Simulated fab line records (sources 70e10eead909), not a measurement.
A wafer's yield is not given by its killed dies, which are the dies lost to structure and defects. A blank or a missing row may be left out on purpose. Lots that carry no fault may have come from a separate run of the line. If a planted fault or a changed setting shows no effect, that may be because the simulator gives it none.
A single fault, viewed from 2 desks -- flow nand_harc -- what lay behind the numbers comes last; until then each desk has only its own

FROM THE METROLOGY DESK
Lot by lot, what the gauges showed, no matter which tool ran the lot: averages of those sampled wafers that carry a number. If a lot's mean is further than 4 standard deviations from the usual mean, the lot is out of limits and carries the mark OUT (the distance appears in the brackets).
Columns: A = thk_nm at NHARC_P_BONDPAD_THK_MEAS_33, usual 200.2 nm; B = cd_nm at NHARC_P_BONDPAD_CD_MEAS_13, usual 498.8 nm
lot,first seen here,A,B
L927,day 6 22:55,199.8,497.5
L928,day 7 04:29,199.5,501.0
L929,day 7 14:13,200.5,500.2
L935,day 10 04:29,199.3,501.7
L937,day 10 16:40,201.8,500.3
L936,day 10 18:21,199.1,499.6
L938,day 11 10:49,198.7,498.0
L939,day 11 17:51,200.7,496.3
L942,day 13 00:50,201.4,496.9
L948,day 15 16:23,201.6,497.2
L949,day 15 17:59,200.6,495.3
L950,day 16 01:43,200.6,496.7
Result from this desk: across the 12 lots, nothing is out of limits.

DESK OF THE TOOL OWNER: rie_diel-01
The tool's own readings at NHARC_P_BONDPAD_ETCH_24 (etches the open film in CF4/N2, target depth 30 nm, time 72.99 s): means of the sampled wafers that have a number, for each lot that ran on this tool. If a lot's mean is further than 4 standard deviations from the usual mean, the lot is out of limits and carries the mark OUT (the distance appears in the brackets).
Columns: A = drypump_motor_current_A at NHARC_P_BONDPAD_ETCH_24, usual 5.9 A; B = oes_product_au at NHARC_P_BONDPAD_ETCH_24, usual 1.000 a.u.; C = rf_vpp_V at NHARC_P_BONDPAD_ETCH_24, usual 313.3 V; D = run_length_s at NHARC_P_BONDPAD_ETCH_24, usual 94.1 s; E = showerhead_plenum_p_Torr at NHARC_P_BONDPAD_ETCH_24, usual 2.58 Torr; F = throttle_valve_pct at NHARC_P_BONDPAD_ETCH_24, usual 19.796 %
lot,first seen here,A,B,C,D,E,F
L928,day 7 05:43,6.1,1.004,313.8,93.8,2.59,19.808
L935,day 10 05:47,5.7,0.987,312.6,93.7,2.57,19.804
L937,day 10 18:00,5.8,0.994,313.5,93.9,2.59,19.804
L936,day 10 19:40,5.8,1.006,313.6,94.0,2.57,19.793
L942,day 13 02:10,6.2,0.990,312.8,81.3 (-28) OUT,2.52,19.790
Finding of this desk: L942 out of limits; the first was L942 at day 13 02:10, on run_length_s at NHARC_P_BONDPAD_ETCH_24. In limits: L928, L935, L937, L936.

BROUGHT TOGETHER
On L942, at day 13 02:10, an alarm was possible from the tool owner's desk.
The metrology desk saw nothing out of limits.
The metrology desk has L942 on record, within its limits.
All the named lots went through NHARC_P_BONDPAD_ETCH_24 on rie_diel-01.

WHAT THE SIMULATOR HAD INSERTED
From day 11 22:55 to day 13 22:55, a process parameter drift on rie_diel-01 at NHARC_P_BONDPAD_ETCH_24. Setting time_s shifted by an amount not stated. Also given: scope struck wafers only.
Lots struck among those shown: L942.
Hours from the fault's start to each desk's first reading out of limits: the tool owner's desk, 27.
